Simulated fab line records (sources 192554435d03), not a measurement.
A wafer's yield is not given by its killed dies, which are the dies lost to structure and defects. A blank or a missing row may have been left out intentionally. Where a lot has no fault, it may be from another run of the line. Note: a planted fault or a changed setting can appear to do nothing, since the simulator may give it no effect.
fab line records ; flow n5Finfet
record lots=7; wafers=21
route steps=1938 shown BEOL_M7@1299 BEOL_M8@1362 BEOL_M9@1446 BEOL_M10@1494 BEOL_M11@1554 BEOL_M12@1648
startH: hours from the record's first day to the start of the lot's first wafer shown ; waitH: hours elapsed since this lot's preceding step ; " same as the row above ; L1.1+2: several wafers, shown together as one row ; - no value present, or no start provided ; * or withheld: withheld ; < > ~ a bound
route shown NAME@n: a module of which the file shows steps, and the number in the route of the first ; usual: mean/standard deviation taken from wafers without a fault ; same: alike in all rows ; chamber/n: place in a boat ; sites: each site's reading ; _std_site: the standard deviation of these ; _edge_site: mean of outer sites minus mean of inner sites ; radiusMm: for every site, how far away it sits from the centre of the wafer ; mask NAME#n: copy n ; behind: the most recent tool/chamber to have shaped the wafer ; hold: why the lot was held/for how many hours/how that ended ; device: transistor that didn't switch, given as n, p or np ; end of line: the route-end tests of the same wafers ; where a step has no rows: the recipe by itself ; killed: not the wafer's yield, but the dies lost to structure and defects at the first sort ; map: dies across one wafer; x = killed, . = not, _ = none there
set.NAME: the setting that was run; set.NAME@STEP: the one run at that earlier step ; model.NAME: the simulator's own value behind a step, which no gauge read
one table per step and one row per wafer, for lots whose settings were changed on purpose
## steps
# step N5_BEOL_M7_DESCUM_33
# recipe chemistry=O2; timeS=7; sourcePowerW=50; biasPowerW=20; pressureMtorr=20; rfFrequencyHz=2.712e+07; tempC=40; resist=CAR-EUV; o2FlowSccm=225
lot.wafer;tool;chamber;startH;waitH;set.timeS;model.CAR-EUV_of_BEOL_M7_COAT_22.thkNm
L074.1+6;rieDiel-04;3;200.25;1.0;7;26
L074.3;rieDiel-04;0;200.25;1.0;8.317;25.2
L080.1+2;rieDiel-03;3,1;246.99;0.3;7;26
L080.6;rieDiel-03;3;246.99;0.3;5.559;26.8
L087.2;rieDiel-03;0;285.12;0.0;6.47;26.4
L087.4+5;rieDiel-03;3;285.12;0.0;7;26.2
L090.1+3+6;rieDiel-03;2,1,3;300.16;0.0;7;26.2
L088.2;rieDiel-03;0;306.47;0.2;7;26
L088.5;rieDiel-03;1;306.47;0.2;7.776;25.8
L088.6;rieDiel-03;0;306.47;0.2;7;26.2
L095.3+6;rieDiel-05;3,2;318.25;0.0;7.489;26
L095.4;rieDiel-05;1;318.25;0.0;7;26.2
L093.1+4+6;rieDiel-04;3,1,3;345.40;0.1;7;26
# step N5_BEOL_M7_ETCH_72
# recipe chemistry=N2/H2; target=underlayer; targetDepthA=65; maskMaterial=CAR-EUV; timeS=5.2; ionEnergyEv=200; pressureMtorr=30; sourceW=840; biasW=150; n2FlowSccm=200; h2FlowSccm=200; ends=cleared
lot.wafer;tool;chamber;startH;waitH;set.timeS@BEOL_M7_DESCUM_33;model.CAR-EUV_of_BEOL_M7_COAT_22.thkNm
L074.1+6;rieDiel-04;3;200.28;0.0;7;20.4
L074.3;rieDiel-04;0;200.28;0.0;8.317;19.6
L080.1+2;rieDiel-03;3,1;247.02;0.0;7;20.4
L080.6;rieDiel-03;3;247.02;0.0;5.559;21
L087.2;rieDiel-03;0;285.15;0.0;6.47;20.6
L087.4+5;rieDiel-03;3;285.15;0.0;7;20.4
L090.1+3+6;rieDiel-03;2,1,3;300.19;0.0;7;20.4
L088.2+6;rieDiel-03;0;306.51;0.0;7;20.4
L088.5;rieDiel-03;1;306.51;0.0;7.776;20
L095.3+6;rieDiel-05;3,2;318.28;0.0;7.489;20.2
L095.4;rieDiel-05;1;318.28;0.0;7;20.4
L093.1+4;rieDiel-04;3,1;345.43;0.0;7;20.4
L093.6;rieDiel-04;3;345.43;0.0;7;20.2
# step N5_BEOL_M7_ETCH_65
# recipe chemistry=CF4; target=SiARC; targetDepthA=156; maskMaterial=CAR-EUV; timeS=26; ionEnergyEv=80; pressureMtorr=40; sourceW=545; biasW=36; Ar_flow_sccm=100; cf4FlowSccm=100; ends=cleared
lot.wafer;tool;chamber;startH;waitH;set.timeS@BEOL_M7_DESCUM_33;model.CAR-EUV_of_BEOL_M7_COAT_22.thkNm
L074.1+6;rieDiel-04;3;200.30;0.0;7;11.2
L074.3;rieDiel-04;0;200.30;0.0;8.317;10.4
L080.1+2;rieDiel-03;3,1;247.04;0.0;7;11.2
L080.6;rieDiel-03;3;247.04;0.0;5.559;12
L087.2;rieDiel-03;0;285.17;0.0;6.47;11.4
L087.4+5;rieDiel-03;3;285.17;0.0;7;11.2
L090.1+3+6;rieDiel-03;2,1,3;300.21;0.0;7;11.2
L088.2+6;rieDiel-03;0;306.52;0.0;7;11.2
L088.5;rieDiel-03;1;306.52;0.0;7.776;10.8
L095.3+6;rieDiel-05;3,2;318.30;0.0;7.489;11
L095.4;rieDiel-05;1;318.30;0.0;7;11.2
L093.1;rieDiel-04;3;345.45;0.0;7;11.2
L093.4+6;rieDiel-04;1,3;345.45;0.0;7;11
# step N5_BEOL_M7_TRENCH_ETCH_37
# recipe chemistry=C4F6/O2; targetDepthA=934.78; target=SiCOH_lowk; timeS=31.2; ionEnergyEv=250; pressureMtorr=30; sourceW=345; biasW=185; Ar_flow_sccm=300; C4F6_flow_sccm=10; O2_flow_sccm=10
# usual rfVppV=666/14
lot.wafer;tool;chamber;startH;waitH;set.biasW;rfVppV
L074.1;rieDiel-04;3;-;-;185;648
L074.3;rieDiel-04;0;-;-;185;679
L074.6;rieDiel-04;3;-;-;185;649
L080.1;rieDiel-03;3;-;-;185;688
L080.2;rieDiel-03;1;-;-;176.1;653
L080.6;rieDiel-03;3;-;-;176.1;661
L087.2;rieDiel-03;0;-;-;185;663
L087.4;rieDiel-03;3;-;-;153.6;593
L087.5;rieDiel-03;3;-;-;185;689
L090.1;rieDiel-03;2;-;-;185;670
L090.3;rieDiel-03;1;-;-;185;677
L090.6;rieDiel-03;3;-;-;185;690
L088.2;rieDiel-03;0;-;-;185;663
L088.5;rieDiel-03;1;-;-;185;677
L088.6;rieDiel-03;0;-;-;185;662
L095.3;rieDiel-05;3;-;-;165.3;618
L095.4;rieDiel-05;1;-;-;185;657
L095.6;rieDiel-05;2;-;-;165.3;590
L093.1;rieDiel-04;3;-;-;202.7;698
L093.4;rieDiel-04;1;-;-;185;646
L093.6;rieDiel-04;3;-;-;202.7;696
# step N5_BEOL_M8_EXPOSE_25
# recipe maskId=V7; na=0.33; sourceShape=annular; sigmaInner=0.4; sigmaOuter=0.8; polarization=unpolarized; targetCdNm=40; doseMj=42.5
lot.wafer;tool;chamber;startH;waitH;mask;set.doseMj
L074.1+3+6;euvScanner-02;0;208.57;-;V7#0;42.5
L080.1+2;euvScanner-01;0;253.86;-;V7#0;42.5
L080.6;euvScanner-01;0;253.86;-;V7#0;39.86
L087.2+4+5;euvScanner-02;0;293.17;-;V7#0;42.5
L090.1+3+6;euvScanner-01;0;306.40;-;V7#0;42.5
L088.2+5+6;euvScanner-02;0;316.16;-;V7#0;42.5
L095.3;euvScanner-01;0;324.09;-;V7#0;42.5
L095.4+6;euvScanner-01;0;324.09;-;V7#0;40.12
L093.1;euvScanner-01;0;351.93;-;V7#0;43.78
L093.4+6;euvScanner-01;0;351.93;-;V7#0;42.5
# step N5_BEOL_M8_PEB_26
# recipe pebTempC=100; pebTimeS=60; resist=CAR-EUV
# step N5_BEOL_M8_DEVELOP_27
# recipe developTimeS=30; developer=TMAH; resist=CAR-EUV; rinseLiquid=surfactantRinse; dry=airSpin; devTempC=23
# step N5_BEOL_M8_CD_MEAS_28
# recipe targetCdNm=40; landingEnergyEv=500; detector=seInlens
# usual cdNm=39.92/0.26
lot.wafer;tool;chamber;startH;waitH;set.doseMj@BEOL_M8_EXPOSE_25;cdNm
L074.1;cdSem-03;0;208.71;-;42.5;39.87
L074.3;cdSem-03;0;208.71;-;42.5;40.47
L074.6;cdSem-03;0;208.71;-;42.5;40.11
L080.1;cdSem-01;0;254.00;-;42.5;39.82
L080.2;cdSem-01;0;254.00;-;42.5;39.75
L080.6;cdSem-01;0;254.00;-;39.86;38.35
L087.2;cdSem-03;0;293.30;-;42.5;40.13
L087.4;cdSem-03;0;293.30;-;42.5;39.80
L087.5;cdSem-03;0;293.30;-;42.5;39.76
L090.1;cdSem-03;0;306.54;-;42.5;39.74
L090.3;cdSem-03;0;306.54;-;42.5;40.05
L090.6;cdSem-03;0;306.54;-;42.5;39.84
L088.2;cdSem-01;0;316.29;-;42.5;39.98
L088.5;cdSem-01;0;316.29;-;42.5;39.88
L088.6;cdSem-01;0;316.29;-;42.5;39.83
L095.3;cdSem-01;0;324.22;-;42.5;39.51
L095.4;cdSem-01;0;324.22;-;40.12;38.16
L095.6;cdSem-01;0;324.22;-;40.12;38.80
L093.1;cdSem-01;0;352.06;-;43.78;40.54
L093.4;cdSem-01;0;352.06;-;42.5;39.92
L093.6;cdSem-01;0;352.06;-;42.5;40.12
# step N5_BEOL_M8_DESCUM_33
# recipe chemistry=O2; timeS=7; sourcePowerW=50; biasPowerW=20; pressureMtorr=20; rfFrequencyHz=2.712e+07; tempC=40; resist=CAR-EUV; o2FlowSccm=225
lot.wafer;tool;chamber;startH;waitH;set.doseMj@BEOL_M8_EXPOSE_25;model.BEOL_M8.cdNm
L074.1;rieDiel-01;0;208.83;0.0;42.5;39.8
L074.3;rieDiel-01;2;208.83;0.0;42.5;40.2
L074.6;rieDiel-01;2;208.83;0.0;42.5;40
L080.1+2;rieDiel-01;2,1;254.49;0.4;42.5;39.8
L080.6;rieDiel-01;1;254.49;0.4;39.86;38.2
L087.2+4+5;rieDiel-01;2,3,1;293.50;0.1;42.5;40
L090.1;rieDiel-01;2;306.93;0.3;42.5;39.8
L090.3+6;rieDiel-01;0,3;306.93;0.3;42.5;40
L088.2+5+6;rieDiel-02;2,2,1;316.41;0.0;42.5;39.8
L095.3;rieDiel-02;1;324.36;0.1;42.5;39.8
L095.4+6;rieDiel-02;0,2;324.36;0.1;40.12;38.6
L093.1;rieDiel-06;0;352.19;0.0;43.78;40.4
L093.4;rieDiel-06;1;352.19;0.0;42.5;39.8
L093.6;rieDiel-06;1;352.19;0.0;42.5;39.6
# step N5_BEOL_M8_ETCH_72
# recipe chemistry=N2/H2; target=underlayer; targetDepthA=65; maskMaterial=CAR-EUV; timeS=5.2; ionEnergyEv=200; pressureMtorr=30; sourceW=840; biasW=150; n2FlowSccm=200; h2FlowSccm=200; ends=cleared
lot.wafer;tool;chamber;startH;waitH;set.doseMj@BEOL_M8_EXPOSE_25;model.BEOL_M8.cdNm
L074.1;rieDiel-01;0;208.86;0.0;42.5;39.6
L074.3+6;rieDiel-01;2;208.86;0.0;42.5;40.2
L080.1+2;rieDiel-01;2,1;254.52;0.0;42.5;39.8
L080.6;rieDiel-01;1;254.52;0.0;39.86;38.4
L087.2+4+5;rieDiel-01;2,3,1;293.54;0.0;42.5;40
L090.1;rieDiel-01;2;306.97;0.0;42.5;39.6
L090.3+6;rieDiel-01;0,3;306.97;0.0;42.5;39.8
L088.2;rieDiel-02;2;316.44;0.0;42.5;40
L088.5+6;rieDiel-02;2,1;316.44;0.0;42.5;39.8
L095.3;rieDiel-02;1;324.39;0.0;42.5;39.6
L095.4;rieDiel-02;0;324.39;0.0;40.12;38.4
L095.6;rieDiel-02;2;324.39;0.0;40.12;38.6
L093.1;rieDiel-06;0;352.22;0.0;43.78;40.4
L093.4+6;rieDiel-06;1;352.22;0.0;42.5;39.8
# step N5_BEOL_M8_ETCH_65
# recipe chemistry=CF4; target=SiARC; targetDepthA=156; maskMaterial=CAR-EUV; timeS=26; ionEnergyEv=80; pressureMtorr=40; sourceW=545; biasW=36; Ar_flow_sccm=100; cf4FlowSccm=100; ends=cleared
lot.wafer;tool;chamber;startH;waitH;set.doseMj@BEOL_M8_EXPOSE_25;model.BEOL_M8.cdNm
L074.1;rieDiel-01;0;208.88;0.0;42.5;39.8
L074.3+6;rieDiel-01;2;208.88;0.0;42.5;40.2
L080.1;rieDiel-01;2;254.54;0.0;42.5;39.8
L080.2;rieDiel-01;1;254.54;0.0;42.5;40
L080.6;rieDiel-01;1;254.54;0.0;39.86;38.4
L087.2;rieDiel-01;2;293.55;0.0;42.5;40
L087.4;rieDiel-01;3;293.55;0.0;42.5;39.8
L087.5;rieDiel-01;1;293.55;0.0;42.5;40.2
L090.1;rieDiel-01;2;306.98;0.0;42.5;39.6
L090.3;rieDiel-01;0;306.98;0.0;42.5;40
L090.6;rieDiel-01;3;306.98;0.0;42.5;39.8
L088.2+6;rieDiel-02;2,1;316.46;0.0;42.5;39.8
L088.5;rieDiel-02;2;316.46;0.0;42.5;39.6
L095.3;rieDiel-02;1;324.41;0.0;42.5;39.6
L095.4+6;rieDiel-02;0,2;324.41;0.0;40.12;38.6
L093.1;rieDiel-06;0;352.24;0.0;43.78;40.2
L093.4+6;rieDiel-06;1;352.24;0.0;42.5;39.8
# step N5_BEOL_M9_TRENCH_ETCH_37
# recipe chemistry=C4F6/O2; targetDepthA=1514.3; target=SiCOH_lowk; timeS=49; ionEnergyEv=250; pressureMtorr=30; sourceW=345; biasW=185; Ar_flow_sccm=300; C4F6_flow_sccm=10; O2_flow_sccm=10
# usual rfVppV=665/14
lot.wafer;tool;chamber;startH;waitH;set.biasW;rfVppV
L074.1;rieDiel-04;2;-;-;185;668
L074.3;rieDiel-04;0;-;-;185;677
L074.6;rieDiel-04;0;-;-;185;677
L080.1;rieDiel-03;3;-;-;207;753
L080.2;rieDiel-03;0;-;-;185;662
L080.6;rieDiel-03;0;-;-;185;662
L087.2;rieDiel-05;2;-;-;185;647
L087.4;rieDiel-05;1;-;-;185;656
L087.5;rieDiel-05;1;-;-;154.4;566
L090.1;rieDiel-04;2;-;-;185;679
L090.3;rieDiel-04;0;-;-;185;679
L090.6;rieDiel-04;1;-;-;185;646
L088.2;rieDiel-05;2;-;-;185;647
L088.5;rieDiel-05;1;-;-;185;654
L088.6;rieDiel-05;2;-;-;185;646
L095.3;rieDiel-04;0;-;-;185;678
L095.4;rieDiel-04;2;-;-;185;680
L095.6;rieDiel-04;1;-;-;185;645
L093.1;rieDiel-05;0;-;-;185;673
L093.4;rieDiel-05;3;-;-;185;675
L093.6;rieDiel-05;1;-;-;174.9;627
# step N5_BEOL_M10_COAT_63
# recipe resist=SOC; tempC=250; timeS=60; spinRpm=1500; resistThkNm=100
lot.wafer;tool;chamber;startH;waitH;set.spinRpm;model.SOC_of_BEOL_M10_COAT_63.thkNm
L074.1;lithoTrack-05;0;227.50;3.3;1500;100
L074.3;lithoTrack-05;0;227.50;3.3;1559;98.4
L074.6;lithoTrack-05;0;227.50;3.3;1559;98.6
L080.1;lithoTrack-02;0;274.92;1.6;1500;99.8
L080.2+6;lithoTrack-02;0;274.92;1.6;1500;100
L087.2;lithoTrack-04;0;306.34;0.0;1500;99.8
L087.4+5;lithoTrack-04;0;306.34;0.0;1500;99.6
L090.1;lithoTrack-04;0;323.82;0.7;1500;100
L090.3;lithoTrack-04;0;323.82;0.7;1500;99.8
L090.6;lithoTrack-04;0;323.82;0.7;1500;99.6
L088.2+5;lithoTrack-02;0;335.35;4.2;1500;99.6
L088.6;lithoTrack-02;0;335.35;4.2;1447;101.6
L095.3;lithoTrack-05;0;341.60;0.0;1500;99.8
L095.4+6;lithoTrack-05;0;341.60;0.0;1565;97.6
L093.1;lithoTrack-05;0;368.61;1.0;1568;97.8
L093.4;lithoTrack-05;0;368.61;1.0;1500;99.6
L093.6;lithoTrack-05;0;368.61;1.0;1568;97.6
# step N5_BEOL_M10_COAT_64
# recipe resist=SiARC; tempC=220; timeS=60; spinRpm=1500; resistThkNm=30
lot.wafer;tool;chamber;startH;waitH;set.spinRpm;model.SiARC_of_BEOL_M10_COAT_64.thkNm
L074.1;lithoTrack-05;0;-;-;1345;31.8
L074.3;lithoTrack-05;0;-;-;1500;30.2
L074.6;lithoTrack-05;0;-;-;1345;31.6
L080.1+6;lithoTrack-02;0;-;-;1403;31
L080.2;lithoTrack-02;0;-;-;1500;30
L087.2+4+5;lithoTrack-04;0;-;-;1500;30
L090.1+6;lithoTrack-04;0;-;-;1500;30
L090.3;lithoTrack-04;0;-;-;1500;30.2
L088.2+5;lithoTrack-02;0;-;-;1565;29.2
L088.6;lithoTrack-02;0;-;-;1500;29.8
L095.3+6;lithoTrack-05;0;-;-;1500;30
L095.4;lithoTrack-05;0;-;-;1500;29.8
L093.1;lithoTrack-05;0;-;-;1604;29
L093.4+6;lithoTrack-05;0;-;-;1500;30
# step N5_BEOL_M10_COAT_22
# recipe resist=CAR-ArF; spinRpm=1500; resistThkNm=90
# step N5_BEOL_M10_EBR_24
# recipe solvent=PGMEA; ebrWidthMm=1.5
# step N5_BEOL_M10_DESCUM_33
# recipe chemistry=O2; timeS=7.9; sourcePowerW=50; biasPowerW=20; pressureMtorr=20; rfFrequencyHz=2.712e+07; tempC=40; resist=CAR-ArF; o2FlowSccm=225
# step N5_BEOL_M10_ETCH_65
# recipe chemistry=CF4; target=SiARC; targetDepthA=390; maskMaterial=CAR-ArF; timeS=65; ionEnergyEv=80; pressureMtorr=40; sourceW=545; biasW=36; Ar_flow_sccm=100; cf4FlowSccm=100; ends=cleared
lot.wafer;tool;chamber;startH;waitH;set.spinRpm@BEOL_M10_COAT_64;model.etch.depthNm;model.CAR-ArF_of_BEOL_M10_COAT_22.thkNm
L074.1;rieDiel-02;3;228.00;0.0;1345;31.73;53.8
L074.3;rieDiel-02;2;228.00;0.0;1500;30.18;55.4
L074.6;rieDiel-02;0;228.00;0.0;1345;31.7;54
L080.1;rieDiel-01;2;275.29;0.0;1403;31.05;54.8
L080.2;rieDiel-01;0;275.29;0.0;1500;29.97;56
L080.6;rieDiel-01;2;275.29;0.0;1403;31.03;54.8
L087.2;rieDiel-01;2;307.53;0.0;1500;30.04;55
L087.4;rieDiel-01;0;307.53;0.0;1500;29.99;55.2
L087.5;rieDiel-01;1;307.53;0.0;1500;30;55
L090.1;rieDiel-02;3;324.79;0.0;1500;30.02;55.4
L090.3;rieDiel-02;0;324.79;0.0;1500;30.12;55.4
L090.6;rieDiel-02;3;324.79;0.0;1500;29.98;55.4
L088.2;rieDiel-06;3;335.85;0.0;1565;29.3;56
L088.5;rieDiel-06;0;335.85;0.0;1565;29.28;56
L088.6;rieDiel-06;3;335.85;0.0;1500;29.87;55.4
L095.3;rieDiel-01;0;342.10;0.0;1500;29.9;55.4
L095.4;rieDiel-01;3;342.10;0.0;1500;29.83;55.4
L095.6;rieDiel-01;2;342.10;0.0;1500;29.95;55
L093.1;rieDiel-02;3;368.98;0.0;1604;29.06;56
L093.4;rieDiel-02;2;368.98;0.0;1500;30;55.2
L093.6;rieDiel-02;3;368.98;0.0;1500;30.04;55
# step N5_BEOL_M10_ETCH_66
# recipe chemistry=N2/H2; target=SOC; targetDepthA=1200; overetchA=240; maskMaterial=SiARC; tempC=40; timeS=180; ionEnergyEv=200; pressureMtorr=30; sourceW=840; biasW=150; n2FlowSccm=200; h2FlowSccm=200
lot.wafer;tool;chamber;startH;waitH;set.spinRpm@BEOL_M10_COAT_63;model.etch.depthNm
L074.1;rieDiel-02;3;228.05;0.0;1500;100
L074.3;rieDiel-02;2;228.05;0.0;1559;98.38
L074.6;rieDiel-02;0;228.05;0.0;1559;98.53
L080.1;rieDiel-01;2;275.34;0.0;1500;99.89
L080.2;rieDiel-01;0;275.34;0.0;1500;100.1
L080.6;rieDiel-01;2;275.34;0.0;1500;100
L087.2;rieDiel-01;2;307.58;0.0;1500;99.86
L087.4;rieDiel-01;0;307.58;0.0;1500;99.62
L087.5;rieDiel-01;1;307.58;0.0;1500;99.57
L090.1;rieDiel-02;3;324.84;0.0;1500;100.1
L090.3;rieDiel-02;0;324.84;0.0;1500;99.77
L090.6;rieDiel-02;3;324.84;0.0;1500;99.62
L088.2;rieDiel-06;3;335.90;0.0;1500;99.53
L088.5;rieDiel-06;0;335.90;0.0;1500;99.55
L088.6;rieDiel-06;3;335.90;0.0;1447;101.5
L095.3;rieDiel-01;0;342.15;0.0;1500;99.72
L095.4;rieDiel-01;3;342.15;0.0;1565;97.65
L095.6;rieDiel-01;2;342.15;0.0;1565;97.64
L093.1;rieDiel-02;3;369.03;0.0;1568;97.83
L093.4;rieDiel-02;2;369.03;0.0;1500;99.67
L093.6;rieDiel-02;3;369.03;0.0;1568;97.56
# step N5_BEOL_M10_STRIP_69
# recipe chemistry=N2/H2; tempC=40; n2FlowSccm=200; h2FlowSccm=200; rfFrequencyHz=6e+07
# step N5_BEOL_M10_VIA_ETCH_34
# recipe chemistry=C4F6/O2; target=SiCOH_lowk; targetDepthA=1845; maskMaterial=SOC; taperDeg=4; timeS=69.2; ionEnergyEv=250; pressureMtorr=30; sourceW=345; biasW=185; Ar_flow_sccm=300; C4F6_flow_sccm=10; O2_flow_sccm=10
lot.wafer;tool;chamber;startH;waitH;set.spinRpm@BEOL_M10_COAT_63;model.SOC_of_BEOL_M10_COAT_63.thkNm
L074.1;rieDiel-02;3;228.17;0.0;1500;92.4
L074.3;rieDiel-02;2;228.17;0.0;1559;90.4
L074.6;rieDiel-02;0;228.17;0.0;1559;90.8
L080.1;rieDiel-01;2;275.47;0.0;1500;91.6
L080.2;rieDiel-01;0;275.47;0.0;1500;92.4
L080.6;rieDiel-01;2;275.47;0.0;1500;91.8
L087.2;rieDiel-01;2;307.71;0.0;1500;91.8
L087.4;rieDiel-01;0;307.71;0.0;1500;92
L087.5;rieDiel-01;1;307.71;0.0;1500;91.4
L090.1+3;rieDiel-02;3,0;324.96;0.0;1500;92
L090.6;rieDiel-02;3;324.96;0.0;1500;91.6
L088.2;rieDiel-06;3;336.03;0.0;1500;91.4
L088.5;rieDiel-06;0;336.03;0.0;1500;91.6
L088.6;rieDiel-06;3;336.03;0.0;1447;93.4
L095.3;rieDiel-01;0;342.27;0.0;1500;92
L095.4;rieDiel-01;3;342.27;0.0;1565;89.4
L095.6;rieDiel-01;2;342.27;0.0;1565;89.6
L093.1;rieDiel-02;3;369.15;0.0;1568;89.8
L093.4;rieDiel-02;2;369.15;0.0;1500;91.6
L093.6;rieDiel-02;3;369.15;0.0;1568;89.4
# step N5_BEOL_M11_ETCH_62
# recipe chemistry=N2/H2; target=SOC; targetDepthA=1100; overetchA=220; maskMaterial=SiARC; tempC=40; timeS=165; ionEnergyEv=200; pressureMtorr=30; sourceW=840; biasW=150; n2FlowSccm=200; h2FlowSccm=200
# usual rfVppV=524.2/2.2
lot.wafer;tool;chamber;startH;waitH;set.biasW;rfVppV
L074.1;rieDiel-05;2;235.02;0.0;150;525.8
L074.3;rieDiel-05;3;235.02;0.0;150;523.3
L074.6;rieDiel-05;1;235.02;0.0;163.4;552.4
L080.1;rieDiel-05;3;279.32;0.0;159.6;545.1
L080.2;rieDiel-05;2;279.32;0.0;159.6;543.2
L080.6;rieDiel-05;2;279.32;0.0;150;524.4
L087.2;rieDiel-04;1;313.93;0.0;138.2;498.0
L087.4;rieDiel-04;0;313.93;0.0;150;523.1
L087.5;rieDiel-04;2;313.93;0.0;150;529.3
L090.1;rieDiel-04;3;331.35;0.0;150;522.8
L090.3;rieDiel-04;0;331.35;0.0;150;522.7
L090.6;rieDiel-04;0;331.35;0.0;150;521.8
L088.2;rieDiel-05;3;341.33;0.0;159.9;544.4
L088.5;rieDiel-05;1;341.33;0.0;159.9;544.5
L088.6;rieDiel-05;2;341.33;0.0;150;524.9
L095.3;rieDiel-04;3;350.16;0.0;150;523.4
L095.4;rieDiel-04;1;350.16;0.0;150;523.4
L095.6;rieDiel-04;3;350.16;0.0;150;521.8
L093.1;rieDiel-04;1;375.64;0.0;150;523.2
L093.4;rieDiel-04;2;375.64;0.0;128.8;479.4
L093.6;rieDiel-04;2;375.64;0.0;150;529.0
# step N5_BEOL_M11_COAT_22
# recipe resist=CAR-ArF; spinRpm=1500; resistThkNm=90
lot.wafer;tool;chamber;startH;waitH;set.spinRpm;model.CAR-ArF_of_BEOL_M11_COAT_22.thkNm
L074.1;lithoTrack-05;0;-;-;1382;93.4
L074.3+6;lithoTrack-05;0;-;-;1382;93.6
L080.1;lithoTrack-01;0;-;-;1554;88.4
L080.2;lithoTrack-01;0;-;-;1500;90
L080.6;lithoTrack-01;0;-;-;1554;88.6
L087.2;lithoTrack-03;0;-;-;1500;90
L087.4;lithoTrack-03;0;-;-;1436;92.2
L087.5;lithoTrack-03;0;-;-;1436;92.6
L090.1;lithoTrack-05;0;-;-;1500;89.8
L090.3+6;lithoTrack-05;0;-;-;1500;89.6
L088.2;lithoTrack-03;0;-;-;1632;86.4
L088.5;lithoTrack-03;0;-;-;1500;90
L088.6;lithoTrack-03;0;-;-;1500;90.2
L095.3+4;lithoTrack-03;0;-;-;1500;90
L095.6;lithoTrack-03;0;-;-;1375;94.2
L093.1;lithoTrack-03;0;-;-;1652;85.8
L093.4;lithoTrack-03;0;-;-;1652;85.4
L093.6;lithoTrack-03;0;-;-;1500;89.8
# step N5_BEOL_M12_SPUTTER_43
# recipe material=TaN; targetThkA=150; tempC=50; biasV=168.6; powerW=15000; chamberPressurePa=0.12; timeS=24.19
lot.wafer;tool;chamber;startH;waitH;set.timeS;model.TaN_of_BEOL_M12_SPUTTER_43.thkNm
L074.1;pvdSputter-03;-;243.62;0.0;26.46;16.6
L074.3+6;pvdSputter-03;-;243.62;0.0;24.19;15
L080.1;pvdSputter-01;-;287.31;0.0;24.19;15
L080.2;pvdSputter-01;-;287.31;0.0;24.19;14.6
L080.6;pvdSputter-01;-;287.31;0.0;27.3;16.8
L087.2+5;pvdSputter-03;-;325.11;0.0;25.72;16
L087.4;pvdSputter-03;-;325.11;0.0;24.19;15.2
L090.1;pvdSputter-02;-;342.54;0.0;24.19;15
L090.3+6;pvdSputter-02;-;342.54;0.0;24.19;15.2
L088.2+6;pvdSputter-03;-;353.96;0.0;21.77;13.6
L088.5;pvdSputter-03;-;353.96;0.0;24.19;15.2
L095.3+4;pvdSputter-02;-;362.89;0.0;24.19;15.2
L095.6;pvdSputter-02;-;362.89;0.0;21.1;13.4
L093.1;pvdSputter-01;-;387.16;0.0;26.85;16.6
L093.4;pvdSputter-01;-;387.16;0.0;24.19;15.2
L093.6;pvdSputter-01;-;387.16;0.0;26.85;16.8
## key
split step=N5_BEOL_M7_DESCUM_33; setting=timeS; stated=7; by=wafer
response step=N5_BEOL_M7_DESCUM_33; reading=model.CAR-EUV_of_BEOL_M7_COAT_22.thkNm; change=-0.0375; per=1%; r=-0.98
response step=N5_BEOL_M7_ETCH_72; reading=model.CAR-EUV_of_BEOL_M7_COAT_22.thkNm; change=-0.0345; per=1%; r=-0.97
response step=N5_BEOL_M7_ETCH_65; reading=model.CAR-EUV_of_BEOL_M7_COAT_22.thkNm; change=-0.0386; per=1%; r=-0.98
split step=N5_BEOL_M7_TRENCH_ETCH_37; setting=biasW; stated=185; by=wafer
response step=N5_BEOL_M7_TRENCH_ETCH_37; reading=rfVppV; change=+5.05; per=1%; r=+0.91
split step=N5_BEOL_M8_EXPOSE_25; setting=doseMj; stated=42.5; by=wafer
response step=N5_BEOL_M8_CD_MEAS_28; reading=cdNm; change=+0.206; per=1%; r=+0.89
response step=N5_BEOL_M8_DESCUM_33; reading=model.BEOL_M8.cdNm; change=+0.238; per=1%; r=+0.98
response step=N5_BEOL_M8_ETCH_72; reading=model.BEOL_M8.cdNm; change=+0.211; per=1%; r=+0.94
response step=N5_BEOL_M8_ETCH_65; reading=model.BEOL_M8.cdNm; change=+0.204; per=1%; r=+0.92
split step=N5_BEOL_M9_TRENCH_ETCH_37; setting=biasW; stated=185; by=wafer
response step=N5_BEOL_M9_TRENCH_ETCH_37; reading=rfVppV; change=+6.16; per=1%; r=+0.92
split step=N5_BEOL_M10_COAT_63; setting=spinRpm; stated=1500; by=wafer
response step=N5_BEOL_M10_COAT_63; reading=model.SOC_of_BEOL_M10_COAT_63.thkNm; change=-0.462; per=1%; r=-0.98
response step=N5_BEOL_M10_ETCH_66; reading=model.etch.depthNm; change=-0.464; per=1%; r=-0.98
response step=N5_BEOL_M10_VIA_ETCH_34; reading=model.SOC_of_BEOL_M10_COAT_63.thkNm; change=-0.501; per=1%; r=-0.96
split step=N5_BEOL_M10_COAT_64; setting=spinRpm; stated=1500; by=wafer
response step=N5_BEOL_M10_COAT_64; reading=model.SiARC_of_BEOL_M10_COAT_64.thkNm; change=-0.146; per=1%; r=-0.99
response step=N5_BEOL_M10_ETCH_65; reading=model.etch.depthNm; change=-0.149; per=1%; r=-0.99
response step=N5_BEOL_M10_ETCH_65; reading=model.CAR-ArF_of_BEOL_M10_COAT_22.thkNm; change=+0.149; per=1%; r=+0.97
split step=N5_BEOL_M11_ETCH_62; setting=biasW; stated=150; by=wafer
response step=N5_BEOL_M11_ETCH_62; reading=rfVppV; change=+3.25; per=1%; r=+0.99
split step=N5_BEOL_M11_COAT_22; setting=spinRpm; stated=1500; by=wafer
response step=N5_BEOL_M11_COAT_22; reading=model.CAR-ArF_of_BEOL_M11_COAT_22.thkNm; change=-0.448; per=1%; r=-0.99
split step=N5_BEOL_M12_SPUTTER_43; setting=timeS; stated=24.19; by=wafer
response step=N5_BEOL_M12_SPUTTER_43; reading=model.TaN_of_BEOL_M12_SPUTTER_43.thkNm; change=+0.149; per=1%; r=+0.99
